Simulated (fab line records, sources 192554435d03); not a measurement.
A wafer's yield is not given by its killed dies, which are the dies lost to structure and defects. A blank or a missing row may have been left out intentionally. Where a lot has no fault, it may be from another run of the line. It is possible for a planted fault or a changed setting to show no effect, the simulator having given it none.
Split-lot trial || flow n5 finfet || 39 wafers read across 7 lots, on a route 1938 steps long

THE SPLIT ITSELF
At N5_SDB_ALD_29 (deposits SiNx, target thk 30 nm, pulse time 1 s, ald cycles 600), the setting ald cycles was moved away from the recipe's 600 on 15 of the 39 wafers read, by -48.5% to +56.3%. This setting was run at the recipe's value on the other wafers.

The reading is taken at the split's own step.

THE READING
SiNx_of_SDB_ALD_29.thk nm (the simulator's own value, which no gauge read), in nm, at N5_SDB_ALD_29 (deposits SiNx, target thk 30 nm, pulse time 1 s, ald cycles 600). The file does not state a usual value for it. Here, 24 wafers ran the recipe; their average is 29.9 nm with a standard deviation of 0.2 nm.

{"wafer": "L074.1", "tool, chamber at the split": "ald sin-01, 1,3", "ald cycles as run": 470, "against the recipe": "-21.7%", "SiNx_of_SDB_ALD_29.thk nm, nm": 23.4, "against lot-mates on the recipe": -6.5}
{"wafer": "L074.4", "tool, chamber at the split": "ald sin-01, 1,3", "ald cycles as run": 470, "against the recipe": "-21.7%", "SiNx_of_SDB_ALD_29.thk nm, nm": 23.4, "against lot-mates on the recipe": -6.5}
{"wafer": "L074.2", "tool, chamber at the split": "ald sin-01, 2", "ald cycles as run": 470, "against the recipe": "-21.7%", "SiNx_of_SDB_ALD_29.thk nm, nm": 23.2, "against lot-mates on the recipe": -6.7}
{"wafer": "L074.3", "tool, chamber at the split": "ald sin-01, 0", "ald cycles as run": 600, "against the recipe": "recipe", "SiNx_of_SDB_ALD_29.thk nm, nm": 30, "against lot-mates on the recipe": "-"}
{"wafer": "L074.6", "tool, chamber at the split": "ald sin-01, 0", "ald cycles as run": 600, "against the recipe": "recipe", "SiNx_of_SDB_ALD_29.thk nm, nm": 30, "against lot-mates on the recipe": "-"}
{"wafer": "L074.5", "tool, chamber at the split": "ald sin-01, 1", "ald cycles as run": 600, "against the recipe": "recipe", "SiNx_of_SDB_ALD_29.thk nm, nm": 29.8, "against lot-mates on the recipe": "-"}
{"wafer": "L077.1", "tool, chamber at the split": "ald sin-03, 2", "ald cycles as run": 600, "against the recipe": "recipe", "SiNx_of_SDB_ALD_29.thk nm, nm": 29.8, "against lot-mates on the recipe": "-"}
{"wafer": "L077.2", "tool, chamber at the split": "ald sin-03, 1", "ald cycles as run": 600, "against the recipe": "recipe", "SiNx_of_SDB_ALD_29.thk nm, nm": 29.6, "against lot-mates on the recipe": "-"}
{"wafer": "L077.6", "tool, chamber at the split": "ald sin-03, 1", "ald cycles as run": 600, "against the recipe": "recipe", "SiNx_of_SDB_ALD_29.thk nm, nm": 29.6, "against lot-mates on the recipe": "-"}
{"wafer": "L077.3", "tool, chamber at the split": "ald sin-03, 0", "ald cycles as run": 374, "against the recipe": "-37.7%", "SiNx_of_SDB_ALD_29.thk nm, nm": 18.4, "against lot-mates on the recipe": -11.3}
{"wafer": "L077.4", "tool, chamber at the split": "ald sin-03, 3", "ald cycles as run": 374, "against the recipe": "-37.7%", "SiNx_of_SDB_ALD_29.thk nm, nm": 18.8, "against lot-mates on the recipe": -10.9}
{"wafer": "L077.5", "tool, chamber at the split": "ald sin-03, 2", "ald cycles as run": 374, "against the recipe": "-37.7%", "SiNx_of_SDB_ALD_29.thk nm, nm": 18.6, "against lot-mates on the recipe": -11.1}
{"wafer": "L079.1", "tool, chamber at the split": "ald sin-02, 0", "ald cycles as run": 600, "against the recipe": "recipe", "SiNx_of_SDB_ALD_29.thk nm, nm": 30.2, "against lot-mates on the recipe": "-"}
{"wafer": "L079.2", "tool, chamber at the split": "ald sin-02, 2", "ald cycles as run": 600, "against the recipe": "recipe", "SiNx_of_SDB_ALD_29.thk nm, nm": 29.8, "against lot-mates on the recipe": "-"}
{"wafer": "L079.3", "tool, chamber at the split": "ald sin-02, 1,3", "ald cycles as run": 882, "against the recipe": "+47.0%", "SiNx_of_SDB_ALD_29.thk nm, nm": 44, "against lot-mates on the recipe": "+14.0"}
{"wafer": "L079.4", "tool, chamber at the split": "ald sin-02, 1,3", "ald cycles as run": 882, "against the recipe": "+47.0%", "SiNx_of_SDB_ALD_29.thk nm, nm": 44, "against lot-mates on the recipe": "+14.0"}
{"wafer": "L079.5", "tool, chamber at the split": "ald sin-02, 0", "ald cycles as run": 600, "against the recipe": "recipe", "SiNx_of_SDB_ALD_29.thk nm, nm": 30, "against lot-mates on the recipe": "-"}
{"wafer": "L079.6", "tool, chamber at the split": "ald sin-02, 1", "ald cycles as run": 882, "against the recipe": "+47.0%", "SiNx_of_SDB_ALD_29.thk nm, nm": 44.4, "against lot-mates on the recipe": "+14.4"}
{"wafer": "L081.1", "tool, chamber at the split": "ald sin-02, 3,1", "ald cycles as run": 600, "against the recipe": "recipe", "SiNx_of_SDB_ALD_29.thk nm, nm": 30, "against lot-mates on the recipe": "-"}
{"wafer": "L081.4", "tool, chamber at the split": "ald sin-02, 3,1", "ald cycles as run": 600, "against the recipe": "recipe", "SiNx_of_SDB_ALD_29.thk nm, nm": 30, "against lot-mates on the recipe": "-"}
{"wafer": "L081.2", "tool, chamber at the split": "ald sin-02, 2", "ald cycles as run": 600, "against the recipe": "recipe", "SiNx_of_SDB_ALD_29.thk nm, nm": 29.8, "against lot-mates on the recipe": "-"}
{"wafer": "L082.1", "tool, chamber at the split": "ald sin-03, 2,3", "ald cycles as run": 938, "against the recipe": "+56.3%", "SiNx_of_SDB_ALD_29.thk nm, nm": 47, "against lot-mates on the recipe": "+17.2"}
{"wafer": "L082.3", "tool, chamber at the split": "ald sin-03, 2,3", "ald cycles as run": 938, "against the recipe": "+56.3%", "SiNx_of_SDB_ALD_29.thk nm, nm": 47, "against lot-mates on the recipe": "+17.2"}
{"wafer": "L082.2", "tool, chamber at the split": "ald sin-03, 0", "ald cycles as run": 600, "against the recipe": "recipe", "SiNx_of_SDB_ALD_29.thk nm, nm": 29.6, "against lot-mates on the recipe": "-"}
{"wafer": "L082.6", "tool, chamber at the split": "ald sin-03, 0", "ald cycles as run": 600, "against the recipe": "recipe", "SiNx_of_SDB_ALD_29.thk nm, nm": 29.6, "against lot-mates on the recipe": "-"}
{"wafer": "L082.4", "tool, chamber at the split": "ald sin-03, 1", "ald cycles as run": 938, "against the recipe": "+56.3%", "SiNx_of_SDB_ALD_29.thk nm, nm": 46.8, "against lot-mates on the recipe": "+17.0"}
{"wafer": "L082.5", "tool, chamber at the split": "ald sin-03, 3", "ald cycles as run": 600, "against the recipe": "recipe", "SiNx_of_SDB_ALD_29.thk nm, nm": 30.2, "against lot-mates on the recipe": "-"}
{"wafer": "L092.1", "tool, chamber at the split": "ald sin-02, 2", "ald cycles as run": 600, "against the recipe": "recipe", "SiNx_of_SDB_ALD_29.thk nm, nm": 30, "against lot-mates on the recipe": "-"}
{"wafer": "L092.2", "tool, chamber at the split": "ald sin-02, 3,0", "ald cycles as run": 600, "against the recipe": "recipe", "SiNx_of_SDB_ALD_29.thk nm, nm": 30.2, "against lot-mates on the recipe": "-"}
{"wafer": "L092.4", "tool, chamber at the split": "ald sin-02, 3,0", "ald cycles as run": 600, "against the recipe": "recipe", "SiNx_of_SDB_ALD_29.thk nm, nm": 30.2, "against lot-mates on the recipe": "-"}
{"wafer": "L092.3", "tool, chamber at the split": "ald sin-02, 1,0,1", "ald cycles as run": 309, "against the recipe": "-48.5%", "SiNx_of_SDB_ALD_29.thk nm, nm": 15.6, "against lot-mates on the recipe": -14.5}
{"wafer": "L092.5", "tool, chamber at the split": "ald sin-02, 1,0,1", "ald cycles as run": 309, "against the recipe": "-48.5%", "SiNx_of_SDB_ALD_29.thk nm, nm": 15.6, "against lot-mates on the recipe": -14.5}
{"wafer": "L092.6", "tool, chamber at the split": "ald sin-02, 1,0,1", "ald cycles as run": 309, "against the recipe": "-48.5%", "SiNx_of_SDB_ALD_29.thk nm, nm": 15.6, "against lot-mates on the recipe": -14.5}
{"wafer": "L096.1", "tool, chamber at the split": "ald sin-02, 2,0", "ald cycles as run": 600, "against the recipe": "recipe", "SiNx_of_SDB_ALD_29.thk nm, nm": 30, "against lot-mates on the recipe": "-"}
{"wafer": "L096.4", "tool, chamber at the split": "ald sin-02, 2,0", "ald cycles as run": 600, "against the recipe": "recipe", "SiNx_of_SDB_ALD_29.thk nm, nm": 30, "against lot-mates on the recipe": "-"}
{"wafer": "L096.2", "tool, chamber at the split": "ald sin-02, 3", "ald cycles as run": 600, "against the recipe": "recipe", "SiNx_of_SDB_ALD_29.thk nm, nm": 30.2, "against lot-mates on the recipe": "-"}
{"wafer": "L096.3", "tool, chamber at the split": "ald sin-02, 1,3,2", "ald cycles as run": 600, "against the recipe": "recipe", "SiNx_of_SDB_ALD_29.thk nm, nm": 29.8, "against lot-mates on the recipe": "-"}
{"wafer": "L096.5", "tool, chamber at the split": "ald sin-02, 1,3,2", "ald cycles as run": 600, "against the recipe": "recipe", "SiNx_of_SDB_ALD_29.thk nm, nm": 29.8, "against lot-mates on the recipe": "-"}
{"wafer": "L096.6", "tool, chamber at the split": "ald sin-02, 1,3,2", "ald cycles as run": 600, "against the recipe": "recipe", "SiNx_of_SDB_ALD_29.thk nm, nm": 29.8, "against lot-mates on the recipe": "-"}
Where a row lists several chambers, the file gives one row for several wafers and doesn't say which wafer went through which chamber.

THE FIT
A straight line over all 39 wafers: SiNx_of_SDB_ALD_29.thk nm changes by +0.3 nm for each +1% of ald cycles; r = +1.00; the points scatter about the line by 0.2 nm.
The same after taking each lot's own level away (the mean of its wafers on the recipe; 39 wafers): +0.301 nm for each +1%; r = +1.00; scatter 0.17 nm.
Per that fit: largest ald cycles move, reading shift of 17 nm.
From 29.67 to 30.13 nm: that is the span of the lots' own levels, equal to 2.3 times the standard deviation above.
Hence the lot-to-lot level has little effect on the slope; both slopes agree.
Check: with one of the wafers moved furthest among these (+56.3%) left out of the fit, the line predicts +16.9 nm for it against its lot-mates. It came out at +17.2 nm against them.

FURTHER SPLITS ON THESE WAFERS
Other splits were also applied to these wafers ahead of the reading. Each is held against what the fit with the lots' levels taken away leaves over:
{"other split on the same wafers": "N5_ZERO_LAYER_ETCH_18 target depth a", "wafers away from the commonest value": 15, "r with SiNx_of_SDB_ALD_29.thk nm (lot level and that fit taken away)": "+0.13"}
{"other split on the same wafers": "N5_FIN_SAQP_HM_DEP_03 target thk a", "wafers away from the commonest value": 15, "r with SiNx_of_SDB_ALD_29.thk nm (lot level and that fit taken away)": "+0.01"}
{"other split on the same wafers": "N5_DUMMY_GATE_HM_DEP_06 time s", "wafers away from the commonest value": 24, "r with SiNx_of_SDB_ALD_29.thk nm (lot level and that fit taken away)": -0.13}

THE WHOLE CHAIN: every reading that the file lists as answering this split, in the file's order
{"step": "N5_SDB_ALD_29", "what it does": "deposits SiNx, target thk 30 nm, pulse time 1 s, ald cycles 600", "reading": "SiNx_of_SDB_ALD_29.thk nm (the simulator's own value, which no gauge read)", "change (the file's fit)": "+0.301 nm for each +1% of the setting", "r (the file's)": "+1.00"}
{"step": "N5_DUMMY_REMOVAL_PRECLEAN_08", "what it does": "cleans in NF3:NH3, afs cycles 2, time 20 s, sublimation time 60 s", "reading": "SiNx_of_SDB_ALD_29.thk nm (the simulator's own value, which no gauge read)", "change (the file's fit)": "not straight: 15.2 at the lowest setting, 29.11 at the recipe, 28.6 at the highest", "r (the file's)": "not given"}

THE FILE'S OWN FIT
SiNx_of_SDB_ALD_29.thk nm changes by +0.301 nm for each +1% of ald cycles, r = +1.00.
